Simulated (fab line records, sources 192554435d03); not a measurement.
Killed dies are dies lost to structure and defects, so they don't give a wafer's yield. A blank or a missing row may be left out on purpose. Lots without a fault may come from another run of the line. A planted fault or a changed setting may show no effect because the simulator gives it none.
Chamber matching | flow n5_finfet | N5_DUMMY_GATE_DESCUM_20 on rie_diel-02: 4 sister chambers
The step chemistry O2, time 6.2 s. 20 wafers are shown with their chamber, then 10 later ones without.

WAFERS WITH THEIR CHAMBER
wafer  | chamber | showerhead_plenum_p_Torr (Torr) | drypump_motor_current_A (A) | oes_product_au (a.u.)
L075.3 | 3       | 2.25                            | 5.7                         | 0.95
L075.4 | 2       | 2.07                            | 5.8                         | 0.69
L075.6 | 2       | 2.07                            | 5.8                         | 0.69
L076.1 | 3       | 2.25                            | 5.7                         | 0.94
L076.3 | 0       | 2.09                            | 4.8                         | 0.71
L076.5 | 0       | 2.09                            | 4.8                         | 0.71
L078.1 | 0       | 2.09                            | 4.8                         | 0.71
L078.3 | 3       | 2.25                            | 5.7                         | 0.93
L078.5 | 1       | 2.12                            | 6.0                         | 0.76
L079.2 | 0       | 2.09                            | 4.8                         | 0.71
L079.3 | 2       | 2.07                            | 5.8                         | 0.68
L079.6 | 0       | 2.09                            | 4.7                         | 0.71
L083.1 | 2       | 2.07                            | 5.8                         | 0.68
L083.2 | 1       | 2.12                            | 6.0                         | 0.74
L083.3 | 0       | 2.09                            | 4.8                         | 0.71
L084.2 | 2       | 2.07                            | 5.8                         | 0.68
L084.4 | 2       | 2.07                            | 5.8                         | 0.68
L084.5 | 1       | 2.11                            | 5.9                         | 0.74
L086.1 | 0       | 2.08                            | 4.8                         | 0.70
L086.3 | 3       | 2.25                            | 5.7                         | 0.91

SIGNATURES (means of the wafers above)
reading                  | chamber 0 | chamber 1 | chamber 2 | chamber 3 | scatter within a chamber
showerhead_plenum_p_Torr | 2.0886    | 2.1167    | 2.0700    | 2.2500    | 0.00309
drypump_motor_current_A  | 4.786     | 5.967     | 5.800     | 5.700     | 0.0309
oes_product_au           | 0.7086    | 0.7467    | 0.6833    | 0.9325    | 0.00922
Rule: a wafer's distance from a chamber is the root of the sum, over the readings, of the square of ((its reading less the chamber's mean) divided by the reading's scatter). The wafer belongs to the nearest chamber; if the next one is less than 2 further off, it can't be placed. The scatter: the root of (the sum of the squares of (reading less its chamber's mean) over the shown wafers, divided by (wafers less chambers)).

WAFERS WITHOUT THEIR CHAMBER
wafer  | showerhead_plenum_p_Torr (Torr) | drypump_motor_current_A (A) | oes_product_au (a.u.)
L086.4 | 2.11                            | 6.0                         | 0.74
L088.3 | 2.08                            | 4.8                         | 0.69
L088.4 | 2.24                            | 5.7                         | 0.91
L088.5 | 2.08                            | 4.8                         | 0.70
L093.3 | 2.06                            | 5.8                         | 0.96
L093.4 | 2.24                            | 5.7                         | 0.90
L093.6 | 2.06                            | 5.8                         | 0.97
L096.2 | 2.06                            | 5.8                         | 0.94
L096.3 | 2.08                            | 4.7                         | 0.69
L096.4 | 2.24                            | 5.7                         | 0.89

WHICH CHAMBER EACH WENT THROUGH
wafer  | from the rows above     | in truth
L086.4 | 1                       | 1
L088.3 | 0                       | 0
L088.4 | 3                       | 3
L088.5 | 0                       | 0
L093.3 | can't be placed: 1 or 2 | 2
L093.4 | 3                       | 3
L093.6 | can't be placed: 1 or 2 | 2
L096.2 | can't be placed: 2 or 1 | 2
L096.3 | 0                       | 0
L096.4 | 3                       | 3
Placed correctly: 7 of 10. Can't be placed from these rows: 3 (the true chamber is among the candidates in 3). Placed wrongly: 0.
